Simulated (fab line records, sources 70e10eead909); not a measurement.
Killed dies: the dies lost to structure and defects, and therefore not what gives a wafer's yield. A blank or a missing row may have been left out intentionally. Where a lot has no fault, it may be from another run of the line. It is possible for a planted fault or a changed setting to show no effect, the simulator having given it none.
fab line records -- flow nandHarc -- part 1 of 2: steps 1 to 21 of 32
record: lots: 5, wafers: 15, lastDay: 32
route steps=1302 shown P_CONTACT@234 P_M0@253
lots that met no fault: taken from a fault-free run of the same line
startH: hours from the record's first day to the start of the lot's first wafer shown -- waitH: how many hours have passed since the lot's step before this one -- " identical to the entry in the row above -- L1.1+2: one row covering several wafers at once -- - no value, or no start was given -- * or withheld: withheld -- < > ~ a bound
route shown NAME@n: NAME is a module with steps in the file, n the number in the route of the first one -- usual: the fault-free wafers' mean and standard deviation -- same: alike in all rows -- chamber/n: place in a boat -- sites: per-site readings -- _std_site: standard deviation across them -- _edge_site: inner sites' mean taken away from outer sites' mean -- radiusMm: for every site, how far away it sits from the centre of the wafer -- mask NAME#n: copy n -- behind: tool/chamber where the wafer was last shaped -- hold: why the lot was held/for how many hours/how that ended -- device: names the non-switching transistor (n, p or np) -- end of line: tests run on the same wafers once the route is complete -- where a step has no rows: the recipe by itself -- killed: not the wafer's yield, but the dies lost to structure and defects at the first sort -- map: per-die view of a wafer (x killed, . not killed, _ where there is no die)
set.NAME: setting as actually run; set.NAME@STEP: the setting as run at that earlier step -- model.NAME: the simulator's own value behind a step, which no gauge read
lots seen at some steps along the route; tables by step, rows by wafer
services: from which hour (startH, from the record's first day; less than 0 if before it) a tool's chamber was out of use, for how many hours, and why
== steps ==
step: NHARC_P_CONTACT_INSPECT_14
usual: rawDefectCount: 4.0/2.5
lot.wafer,tool,chamber,startH,waitH,rawDefectCount
L074.1,defectInspect-01,-,117.18,0.0,4
L074.2,defectInspect-01,-,117.18,0.0,6
L074.5,defectInspect-01,-,117.18,0.0,6
L077.2,defectInspect-02,-,153.20,0.0,4
L077.3,defectInspect-02,-,153.20,0.0,1
L077.4,defectInspect-02,-,153.20,0.0,3
L090.2,defectInspect-02,-,289.03,0.0,11
L090.3,defectInspect-02,-,289.03,0.0,10
L090.4,defectInspect-02,-,289.03,0.0,6
L093.3,defectInspect-02,-,304.03,0.0,0
L093.5,defectInspect-02,-,304.03,0.0,1
L093.6,defectInspect-02,-,304.03,0.0,1
L094.1,defectInspect-01,-,319.50,0.0,3
L094.3,defectInspect-01,-,319.50,0.0,3
L094.4,defectInspect-01,-,319.50,0.0,1
step: NHARC_P_CONTACT_DESCUM_17
recipe: timeS: 3, o2FlowSccm: 200, arFlowSccm: 0, biasPowerW: 0, chemistry: O2
usual: drypumpMotorCurrentA: 6.0/0.49, oesProductAu: 1.002/0.01, rfVppV: 57.8/0.89, showerheadPlenumPTorr: 1.92/0.072, throttleValvePct: 11.312/0.0089
same: timeS: 3
lot.wafer,tool,chamber,startH,waitH,drypumpMotorCurrentA,oesProductAu,rfHoursCounterH,rfVppV,showerheadPlenumPTorr,throttleValvePct
L074.2,rieDiel-02,2,117.26,0.1,6.4,0.995,1.6,57.5,1.89,11.331
L074.1,rieDiel-02,3,117.26,0.1,5.6,1.007,1.6,57.5,1.98,11.316
L074.5,rieDiel-02,1,117.26,0.1,6.2,1.007,-,58.2,2.05,11.313
L077.4,rieDiel-05,0,153.26,0.1,6.1,0.975,1.5,59.0,1.99,11.313
L077.3,rieDiel-05,1,153.26,0.1,6.4,0.999,2.1,55.9,1.85,11.325
L077.2,rieDiel-05,3,153.26,0.1,4.8,0.996,2.1,56.6,1.92,11.310
L090.3,rieDiel-06,0,289.09,0.1,6.1,0.997,10.5,58.8,1.86,11.311
L090.2,rieDiel-06,1,289.09,0.1,5.9,1.003,9.9,57.2,2.01,11.317
L090.4,rieDiel-06,3,289.09,0.1,5.9,1.013,10.2,56.3,1.81,11.300
L093.3,rieDiel-05,1,304.11,0.1,6.4,0.997,1.5,58.0,1.85,11.309
L093.6,rieDiel-05,3,304.11,0.1,4.8,1.016,-,58.7,1.92,11.324
L093.5,rieDiel-05,1,304.11,0.1,6.4,0.991,-,57.6,1.85,11.315
L094.3,rieDiel-05,3,319.58,0.1,4.8,1.022,2.3,58.4,1.92,11.298
L094.1,rieDiel-05,0,319.58,0.1,6.1,1.024,1.8,59.0,1.99,11.327
L094.4,rieDiel-05,1,319.58,0.1,6.4,0.996,2.2,56.9,1.85,11.313
step: NHARC_P_CONTACT_ETCH_35
recipe: targetDepthA: 390, overEtchFrac: 0.3, timeS: 65, ionEnergyEv: 80, cf4FlowSccm: 150, arFlowSccm: 0, rfW: 300, biasW: 100, chemistry: CF4
usual: drypumpMotorCurrentA: 6.0/0.5, oesProductAu: 1.001/0.0095, rfVppV: 151.3/1, showerheadPlenumPTorr: 1.77/0.063, throttleValvePct: 13.284/0.0082
same: timeS: 65
lot.wafer,tool,chamber,startH,waitH,drypumpMotorCurrentA,oesProductAu,rfHoursCounterH,rfVppV,showerheadPlenumPTorr,throttleValvePct
L074.2,rieDiel-02,1,117.33,0.1,6.2,1.002,1.6,151.5,1.88,13.289
L074.1,rieDiel-02,0,117.33,0.1,6.4,0.977,1.5,149.9,1.71,13.286
L074.5,rieDiel-02,2,117.33,0.1,6.4,0.991,-,151.4,1.75,13.276
L077.4,rieDiel-05,1,153.34,0.1,6.4,1.004,2.1,152.6,1.72,13.277
L077.3,rieDiel-05,3,153.34,0.1,4.8,1.001,2.1,151.8,1.77,13.293
L077.2,rieDiel-05,0,153.34,0.1,6.1,0.977,1.5,151.5,1.83,13.286
L090.2,rieDiel-06,2,289.18,0.1,6.6,1.008,8.9,149.2,1.75,13.265
L090.3,rieDiel-06,0,289.18,0.1,6.1,0.992,10.6,150.4,1.72,13.285
L090.4,rieDiel-06,1,289.18,0.1,5.9,1.009,9.9,151.2,1.85,13.272
L093.3,rieDiel-05,1,304.19,0.1,6.4,0.992,1.5,150.1,1.72,13.287
L093.5,rieDiel-05,1,304.19,0.1,6.4,0.998,-,149.9,1.72,13.279
L093.6,rieDiel-05,3,304.19,0.1,4.8,0.995,-,150.0,1.77,13.281
L094.4,rieDiel-05,3,319.66,0.1,4.8,1.010,2.3,152.0,1.77,13.276
L094.3,rieDiel-05,0,319.66,0.1,6.1,1.021,1.8,151.0,1.83,13.298
L094.1,rieDiel-05,2,319.66,0.1,5.6,0.995,2.0,151.8,1.82,13.265
step: NHARC_P_CONTACT_ETCH_36
recipe: targetDepthA: 2600, overEtchFrac: 0.25, timeS: 406.25, ionEnergyEv: 200, n2FlowSccm: 150, h2FlowSccm: 150, arFlowSccm: 0, rfW: 400, biasW: 150, chemistry: N2/H2
usual: drypumpMotorCurrentA: 6.0/0.49, n2FlowSccm: 150.0/0.46, oesProductAu: 1.003/0.0085, rfVppV: 430.8/2.3, showerheadPlenumPTorr: 2.05/0.08, throttleValvePct: 14.170/0.009
same: timeS: 406.25
lot.wafer,tool,chamber,startH,waitH,drypumpMotorCurrentA,n2FlowSccm,oesProductAu,rfHoursCounterH,rfVppV,showerheadPlenumPTorr,throttleValvePct
L074.2,rieDiel-02,1,-,-,6.2,150.1,1.001,1.7,434.5,2.19,14.178
L074.1,rieDiel-02,3,-,-,5.6,149.8,1.016,1.7,431.9,2.11,14.176
L074.5,rieDiel-02,1,-,-,6.2,149.8,0.999,-,434.7,2.18,14.177
L077.2,rieDiel-05,3,-,-,4.8,149.5,0.999,2.2,430.8,2.04,14.188
L077.3,rieDiel-05,1,-,-,6.4,150.2,0.994,2.2,429.3,1.97,14.173
L077.4,rieDiel-05,2,-,-,5.6,150.3,1.003,2.3,430.4,2.10,14.164
L090.2,rieDiel-06,1,-,-,5.9,150.1,1.011,10.0,432.9,2.15,14.176
L090.3,rieDiel-06,2,-,-,6.6,150.5,0.997,8.9,429.4,2.01,14.167
L090.4,rieDiel-06,0,-,-,6.1,150.6,0.987,10.6,428.0,1.98,14.169
L093.3,rieDiel-05,3,-,-,4.8,149.9,1.006,1.7,430.6,2.04,14.178
L093.5,rieDiel-05,2,-,-,5.6,149.6,0.996,-,432.2,2.10,14.169
L093.6,rieDiel-05,1,-,-,6.4,149.9,0.995,-,428.5,1.97,14.169
L094.3,rieDiel-05,1,-,-,6.4,149.9,0.998,2.3,428.6,1.97,14.172
L094.4,rieDiel-05,2,-,-,5.6,150.3,0.997,2.1,433.5,2.10,14.172
L094.1,rieDiel-05,3,-,-,4.8,149.4,1.014,2.4,430.9,2.04,14.185
step: NHARC_P_CONTACT_ETCH_18
recipe: targetDepthA: 4810, timeS: 240.5, c4f8FlowSccm: 20, o2FlowSccm: 10, arFlowSccm: withheld, rfW: 600, biasW: 1500, chemistry: C4F8/O2/Ar
usual: oesProductAu: 0.962/0.02, rfVppV: 979/4.7
same: timeS: 240.5
lot.wafer,tool,chamber,startH,waitH,oesProductAu,rfHoursCounterH,rfVppV
L074.1,rieDiel-02,3,-,-,0.998,1.8,982
L074.2,rieDiel-02,1,-,-,0.961,1.9,986
L074.5,rieDiel-02,3,-,-,0.986,-,983
L077.4,rieDiel-05,1,-,-,0.967,2.3,974
L077.2,rieDiel-05,3,-,-,0.975,2.4,978
L077.3,rieDiel-05,0,-,-,0.943,1.8,981
L090.3,rieDiel-06,1,-,-,0.968,10.2,986
L090.4,rieDiel-06,3,-,-,0.972,10.4,972
L090.2,rieDiel-06,0,-,-,0.959,10.7,976
L093.3,rieDiel-05,3,-,-,0.973,1.9,978
L093.5,rieDiel-05,3,-,-,0.975,-,979
L093.6,rieDiel-05,1,-,-,0.954,-,975
L094.4,rieDiel-05,0,-,-,0.936,2.1,982
L094.3,rieDiel-05,1,-,-,0.921,2.5,972
L094.1,rieDiel-05,2,-,-,0.923,2.2,982
step: NHARC_P_CONTACT_STRIP_37
recipe: c4f8FlowSccm: withheld, o2FlowSccm: 8, arFlowSccm: withheld, biasW: 0, chemistry: C4F8/O2/Ar
lot.wafer,tool,chamber,startH,waitH
L074.1+2+5,rieDiel-02,"1,2,0",-,-
L077.2+3+4,rieDiel-05,"3,1,2",-,-
L090.2+3+4,rieDiel-06,"2,0,1",-,-
L093.3+5+6,rieDiel-05,"1,2,3",-,-
L094.3+1+4,rieDiel-05,"0,2,3",-,-
step: NHARC_P_CONTACT_ETCH_31
recipe: targetDepthA: 300, timeS: 85.7, ionEnergyEv: 120, overEtchFrac: 1, ch3fFlowSccm: 50, o2FlowSccm: 30, arFlowSccm: 200, rfW: 500, biasW: 100, chemistry: CH3F/O2
usual: drypumpMotorCurrentA: 6.0/0.48, oesProductAu: 0.981/0.014, rfVppV: 244.5/1.4, showerheadPlenumPTorr: 2.47/0.09, throttleValvePct: 20.662/0.0086
same: timeS: 85.7
lot.wafer,tool,chamber,startH,waitH,drypumpMotorCurrentA,oesProductAu,rfHoursCounterH,rfVppV,showerheadPlenumPTorr,throttleValvePct
L074.1,rieDiel-02,0,-,-,6.4,0.988,1.9,244.1,2.37,20.677
L074.2,rieDiel-02,1,-,-,6.2,0.985,2.0,247.6,2.62,20.674
L074.5,rieDiel-02,3,-,-,5.6,1.001,-,245.5,2.54,20.665
L077.4,rieDiel-05,1,-,-,6.4,0.991,2.4,243.2,2.38,20.651
L077.2,rieDiel-05,3,-,-,4.8,0.995,2.4,245.4,2.46,20.660
L077.3,rieDiel-05,0,-,-,6.1,0.962,1.8,246.4,2.55,20.652
L090.4,rieDiel-06,1,-,-,5.9,0.987,10.3,244.5,2.58,20.654
L090.2,rieDiel-06,2,-,-,6.6,0.997,9.3,243.5,2.43,20.664
L090.3,rieDiel-06,0,-,-,6.0,0.967,10.8,243.6,2.39,20.660
L093.3,rieDiel-05,3,-,-,4.8,0.998,2.0,244.4,2.46,20.680
L093.5,rieDiel-05,2,-,-,5.6,0.970,-,246.5,2.53,20.662
L093.6,rieDiel-05,3,-,-,4.8,0.989,-,243.9,2.46,20.664
L094.1,rieDiel-05,0,-,-,6.1,0.977,2.2,246.2,2.55,20.670
L094.4,rieDiel-05,1,-,-,6.4,0.956,2.5,242.3,2.38,20.649
L094.3,rieDiel-05,3,-,-,4.8,0.968,2.6,243.6,2.46,20.666
step: NHARC_P_CONTACT_CD_MEAS_19
usual: cdNm: 89.9/1.3
lot.wafer,tool,chamber,startH,waitH,cdNm
L074.1,cdSem-01,-,118.11,-,91.0
L074.2,cdSem-01,-,118.11,-,90.5
L074.5,cdSem-01,-,118.11,-,89.0
L077.2,cdSem-03,-,154.13,-,90.0
L077.3,cdSem-03,-,154.13,-,90.3
L077.4,cdSem-03,-,154.13,-,89.2
L090.2,cdSem-03,-,289.97,-,88.3
L090.3,cdSem-03,-,289.97,-,90.8
L090.4,cdSem-03,-,289.97,-,90.6
L093.3,cdSem-02,-,305.11,-,93.0
L093.5,cdSem-02,-,305.11,-,90.5
L093.6,cdSem-02,-,305.11,-,91.2
L094.1,cdSem-02,-,320.45,-,92.8
L094.3,cdSem-02,-,320.45,-,89.0
L094.4,cdSem-02,-,320.45,-,88.5
step: NHARC_P_CONTACT_STRIP_28
recipe: o2FlowSccm: 500, arFlowSccm: 0, biasW: 0, chemistry: O2
usual: drypumpMotorCurrentA: 5.9/0.57, oesProductAu: 1.002/0.01, rfVppV: 57.8/0.82, showerheadPlenumPTorr: 3.55/0.11, throttleValvePct: 17.038/0.0087
lot.wafer,tool,chamber,startH,waitH,drypumpMotorCurrentA,oesProductAu,rfHoursCounterH,rfVppV,showerheadPlenumPTorr,throttleValvePct
L074.2,rieDiel-05,3,118.19,0.1,4.8,0.997,1.1,58.6,3.53,17.037
L074.1,rieDiel-05,2,118.19,0.1,5.7,1.003,1.2,57.7,3.63,17.044
L074.5,rieDiel-05,3,118.19,0.1,4.8,1.002,-,57.6,3.53,17.043
L077.2,rieDiel-06,1,154.20,0.1,5.9,0.996,1.0,58.7,3.71,17.050
L077.3,rieDiel-06,3,154.20,0.1,5.9,0.997,0.9,56.0,3.35,17.033
L077.4,rieDiel-06,0,154.20,0.1,6.0,1.005,1.0,58.4,3.44,17.040
L090.3,rieDiel-02,0,290.06,0.1,6.4,1.001,1.5,57.4,3.40,17.025
L090.2,rieDiel-02,2,290.06,0.1,6.4,0.990,1.6,57.1,3.49,17.028
L090.4,rieDiel-02,0,290.06,0.1,6.4,0.985,-,56.5,3.40,17.028
L093.3,rieDiel-05,3,305.18,0.1,4.8,1.006,2.1,57.5,3.53,17.031
L093.5,rieDiel-05,3,305.18,0.1,4.8,1.025,-,58.9,3.53,17.021
L093.6,rieDiel-05,1,305.18,0.1,6.4,0.997,-,57.4,3.42,17.037
L094.1,rieDiel-02,0,320.52,0.1,6.4,1.011,1.8,59.0,3.40,17.058
L094.3,rieDiel-02,1,320.52,0.1,6.2,1.003,1.2,58.3,3.75,17.040
L094.4,rieDiel-02,3,320.52,0.1,5.6,1.001,1.9,57.6,3.64,17.046
step: NHARC_P_CONTACT_STRIP_29
recipe: timeS: 1200, tempC: 72.5, chemistry: postEtchResidueRemover
same: timeS: 1200
lot.wafer,tool,chamber,startH,waitH
L074.1+5+2,wetBench-01,"7,0,3",118.41,0.2
L077.3+2+4,wetBench-07,"0,2,5",154.39,-
L090.4+3+2,wetBench-07,"0,4,5",290.25,0.1
L093.3+6+5,wetBench-01,"7,0,3",305.40,0.2
L094.4+1+3,wetBench-01,"7,3,4",320.71,-
step: NHARC_P_CONTACT_DEGAS_38
recipe: tempC: 300, timeS: 60
usual: heaterPowerW: 459/43
same: timeS: 60
lot.wafer,tool,chamber,startH,waitH,heaterPowerW
L074.1,pvdSputter-02,-,118.87,-,493
L074.2,pvdSputter-02,-,118.87,-,429
L074.5,pvdSputter-02,-,118.87,-,532
L077.4,pvdSputter-02,-,154.84,-,508
L077.3,pvdSputter-02,-,154.84,-,548
L077.2,pvdSputter-02,-,154.84,-,441
L090.3,pvdSputter-03,-,290.71,-,437
L090.4,pvdSputter-03,-,290.71,-,420
L090.2,pvdSputter-03,-,290.71,-,505
L093.3,pvdSputter-01,-,305.85,-,437
L093.5,pvdSputter-01,-,305.85,-,480
L093.6,pvdSputter-01,-,305.85,-,436
L094.4,pvdSputter-02,-,321.16,-,489
L094.3,pvdSputter-02,-,321.16,-,536
L094.1,pvdSputter-02,-,321.16,-,550
step: NHARC_P_CONTACT_PRE_CLEAN_39
recipe: timeS: 19.5, biasV: 250, gas: Ar
same: timeS: 19.5
lot.wafer,tool,chamber,startH,waitH
L074.1+2+5,pvdSputter-02,-,-,-
L077.4+3+2,pvdSputter-02,-,-,-
L090.4+3+2,pvdSputter-03,-,-,-
L093.3+5+6,pvdSputter-01,-,-,-
L094.1+3+4,pvdSputter-02,-,-,-
step: NHARC_P_CONTACT_PVD_32
recipe: targetThkA: 50, chamberPressurePa: 5, powerW: 5000, substrateTempC: 200, timeS: 17.7, material: Ti
usual: cathodeDcPowerW: 5000.2/0.85, throttleValvePct: 29.8/0.78
same: timeS: 17.7
lot.wafer,tool,chamber,startH,waitH,cathodeDcPowerW,throttleValvePct
L074.2,pvdSputter-02,-,-,-,4999.8,29.7
L074.1,pvdSputter-02,-,-,-,5000.1,31.6
L074.5,pvdSputter-02,-,-,-,4999.6,29.2
L077.4,pvdSputter-02,-,-,-,5000.6,29.4
L077.3,pvdSputter-02,-,-,-,5000.6,31.5
L077.2,pvdSputter-02,-,-,-,5000.9,30.6
L090.4,pvdSputter-03,-,-,-,5000.9,28.9
L090.2,pvdSputter-03,-,-,-,5000.8,29.4
L090.3,pvdSputter-03,-,-,-,4999.8,30.9
L093.3,pvdSputter-01,-,-,-,5000.7,30.1
L093.6,pvdSputter-01,-,-,-,5000.8,29.0
L093.5,pvdSputter-01,-,-,-,5001.6,30.4
L094.3,pvdSputter-02,-,-,-,5000.6,29.4
L094.4,pvdSputter-02,-,-,-,4999.6,29.7
L094.1,pvdSputter-02,-,-,-,4999.6,30.3
step: NHARC_P_CONTACT_ALD_22
recipe: targetThkA: 30, pulseTimeS: 1, aldCycles: 150, tempC: 450, material: TiN
usual: heaterPowerW: 1076/93, precursorPulseHeightRel: 0.999/0.019
same: aldCycles: 150
lot.wafer,tool,chamber,startH,waitH,heaterPowerW,precursorPulseHeightRel
L074.1,aldMetal-01,0,119.09,-,1081,1.016
L074.2,aldMetal-01,3,119.09,-,1181,1.015
L074.5,aldMetal-01,1,119.09,-,1044,1.019
L077.2,aldMetal-01,3,155.10,-,1162,1.004
L077.4,aldMetal-01,0,155.10,-,1068,0.992
L077.3,aldMetal-01,1,155.10,-,1020,0.978
L090.4,aldMetal-01,1,290.97,-,1080,1.012
L090.2,aldMetal-01,2,290.97,-,942,0.986
L090.3,aldMetal-01,3,290.97,-,1162,1.004
L093.3,aldMetal-04,3,306.15,-,981,1.024
L093.5,aldMetal-04,0,306.15,-,1170,0.993
L093.6,aldMetal-04,1,306.15,-,1059,1.001
L094.1,aldMetal-04,1,321.40,-,1073,1.010
L094.3,aldMetal-04,3,321.40,-,995,1.001
L094.4,aldMetal-04,0,321.40,-,1173,1.006
step: NHARC_P_CONTACT_CVD_23
recipe: targetThkA: 2000, tempC: 300, pressureTorr: 40, wf6FlowSccm: 40, h2FlowSccm: 1600, arFlowSccm: 1560, timeS: 557, material: W
usual: chamberPressureTorr: 40.01/0.097, heaterPowerW: 479/33, mfcH2Sccm: 1600/5.1, throttleValvePct: 8.1/0.31
same: timeS: 557
lot.wafer,tool,chamber,startH,waitH,chamberPressureTorr,heaterPowerW,mfcH2Sccm,throttleValvePct
L074.2,cvdW-01,1,-,-,39.92,473,1594,7.9
L074.1,cvdW-01,0,-,-,40.04,548,1604,7.8
L074.5,cvdW-01,0,-,-,39.99,551,1600,7.6
L077.2,cvdW-01,0,-,-,40.17,554,1601,8.0
L077.4,cvdW-01,1,-,-,40.02,497,1604,8.0
L077.3,cvdW-01,0,-,-,40.19,547,1598,7.7
L090.2,cvdW-02,1,-,-,39.97,445,1604,8.2
L090.4,cvdW-02,1,-,-,39.88,457,1599,8.2
L090.3,cvdW-02,0,-,-,39.95,469,1601,8.3
L093.3,cvdW-01,1,-,-,39.93,478,1604,8.1
L093.6,cvdW-01,1,-,-,40.06,474,1604,7.7
L093.5,cvdW-01,0,-,-,40.06,532,1594,7.5
L094.1,cvdW-02,1,-,-,40.04,463,1601,8.3
L094.4,cvdW-02,1,-,-,40.16,453,1603,8.4
L094.3,cvdW-02,0,-,-,39.98,447,1598,8.5
step: NHARC_P_CONTACT_CMP_24
recipe: tOverpolishS: 30, targetThkNm: 200
usual: motorCurrentA: 12.0/0.77, overpolishRunS: 30.000/0.0092, slurryFilterDpKPa: 13.52/0.13, timeToEndpointS: 40.8/2.9
lot.wafer,tool,chamber,startH,waitH,motorCurrentA,overpolishRunS,slurryFilterDpKPa,timeToEndpointS
L074.2,cmp-02,1,119.94,0.6,11.6,30.003,13.50,43.1
L074.1,cmp-02,2,119.94,0.6,11.5,30.020,13.45,42.7
L074.5,cmp-02,2,119.94,0.6,11.8,30.015,13.67,44.2
L077.3,cmp-02,1,155.93,0.3,11.6,29.986,13.28,42.8
L077.2,cmp-02,2,155.93,0.3,11.3,30.003,13.59,43.8
L077.4,cmp-02,0,155.93,0.3,12.9,30.002,13.75,43.5
L090.2,cmp-01,1,291.84,0.6,12.1,29.998,13.64,44.2
L090.3,cmp-01,2,291.84,0.6,11.7,30.012,13.46,40.5
L090.4,cmp-01,3,291.84,0.6,11.5,30.002,13.54,35.2
L093.3,cmp-03,3,307.02,0.5,11.2,29.986,13.50,42.2
L093.6,cmp-03,0,307.02,0.5,12.1,30.002,13.52,40.2
L093.5,cmp-03,1,307.02,0.5,10.7,30.001,13.63,38.0
L094.3,cmp-02,0,322.26,0.3,12.8,29.996,13.58,43.5
L094.1,cmp-02,1,322.26,0.3,11.4,30.007,13.47,45.0
L094.4,cmp-02,3,322.26,0.3,13.0,29.996,13.43,42.0
step: NHARC_P_CONTACT_SRD_26
lot.wafer,tool,chamber,startH,waitH
L074.1+2+5,wetBench-01,"1,3,5",120.27,0.0
L077.4+3+2,wetBench-07,"5,7,1",156.25,0.0
L090.2+4+3,wetBench-04,"3,4,5",292.14,0.0
L093.6+5+3,wetBench-01,"5,6,2",307.27,0.0
L094.1+3+4,wetBench-04,"5,6,7",322.58,0.0
step: NHARC_P_CONTACT_INSPECT_27
usual: rawDefectCount: 343/130
lot.wafer,tool,chamber,startH,waitH,rawDefectCount
L074.1,defectInspect-01,-,120.36,0.1,156
L074.2,defectInspect-01,-,120.36,0.1,243
L074.5,defectInspect-01,-,120.36,0.1,248
L077.2,defectInspect-01,-,156.33,0.1,364
L077.3,defectInspect-01,-,156.33,0.1,220
L077.4,defectInspect-01,-,156.33,0.1,363
L090.2,defectInspect-01,-,292.22,0.1,677
L090.3,defectInspect-01,-,292.22,0.1,403
L090.4,defectInspect-01,-,292.22,0.1,200
L093.3,defectInspect-01,-,307.36,0.1,421
L093.5,defectInspect-01,-,307.36,0.1,325
L093.6,defectInspect-01,-,307.36,0.1,241
L094.1,defectInspect-01,-,322.66,0.1,265
L094.3,defectInspect-01,-,322.66,0.1,203
L094.4,defectInspect-01,-,322.66,0.1,292
step: NHARC_P_M0_DEP_00
recipe: targetThkA: 1500, targetThkNm: 150, tempC: withheld, pressureTorr: 5, flowSccm: 200, rfW: 600, material: SiOC
usual: chamberPressureTorr: 4.999/0.011, showerheadVppV: 1478/49
lot.wafer,tool,chamber,startH,waitH,chamberPressureTorr,showerheadVppV
L074.1,pecvd-04,2,120.43,0.1,5.003,1540
L074.2,pecvd-04,1,120.43,0.1,5.009,1466
L074.5,pecvd-04,0,120.43,0.1,4.990,1449
L077.3,pecvd-03,0,156.40,0.1,4.998,1398
L077.2,pecvd-03,2,156.40,0.1,5.017,1522
L077.4,pecvd-03,2,156.40,0.1,5.012,1461
L090.3,pecvd-04,1,292.29,0.1,5.017,1470
L090.2,pecvd-04,2,292.29,0.1,4.989,1546
L090.4,pecvd-04,0,292.29,0.1,5.003,1483
L093.3,pecvd-02,2,307.51,0.2,5.002,1470
L093.6,pecvd-02,0,307.51,0.2,5.019,1545
L093.5,pecvd-02,2,307.51,0.2,5.014,1449
L094.1,pecvd-02,1,322.73,0.1,5.000,1446
L094.3,pecvd-02,0,322.73,0.1,5.024,1534
L094.4,pecvd-02,2,322.73,0.1,4.997,1447
step: NHARC_P_M0_DEHYDRATE_01
recipe: tempC: 150, timeS: 120
usual: plateTempC: 150.02/0.16
same: timeS: 120
lot.wafer,tool,chamber,startH,waitH,plateTempC
L074.1,lithoTrack-06,0,120.83,-,150.02
L074.2,lithoTrack-06,0,120.83,-,149.80
L074.5,lithoTrack-06,0,120.83,-,150.01
L077.2,lithoTrack-04,0,156.80,-,150.36
L077.3,lithoTrack-04,0,156.80,-,150.14
L077.4,lithoTrack-04,0,156.80,-,150.10
L090.2,lithoTrack-06,0,292.69,-,150.01
L090.3,lithoTrack-06,0,292.69,-,150.14
L090.4,lithoTrack-06,0,292.69,-,150.16
L093.3,lithoTrack-04,0,307.83,-,150.08
L093.5,lithoTrack-04,0,307.83,-,150.21
L093.6,lithoTrack-04,0,307.83,-,150.01
L094.1,lithoTrack-01,0,323.14,-,149.94
L094.3,lithoTrack-01,0,323.14,-,149.87
L094.4,lithoTrack-01,0,323.14,-,149.99
step: NHARC_P_M0_HMDS_02
recipe: timeS: 30
same: timeS: 30
lot.wafer,tool,chamber,startH,waitH
L074.1+2+5,lithoTrack-06,0,-,-
L077.2+3+4,lithoTrack-04,0,-,-
L090.2+3+4,lithoTrack-06,0,-,-
L093.3+5+6,lithoTrack-04,0,-,-
L094.1+3+4,lithoTrack-01,0,-,-
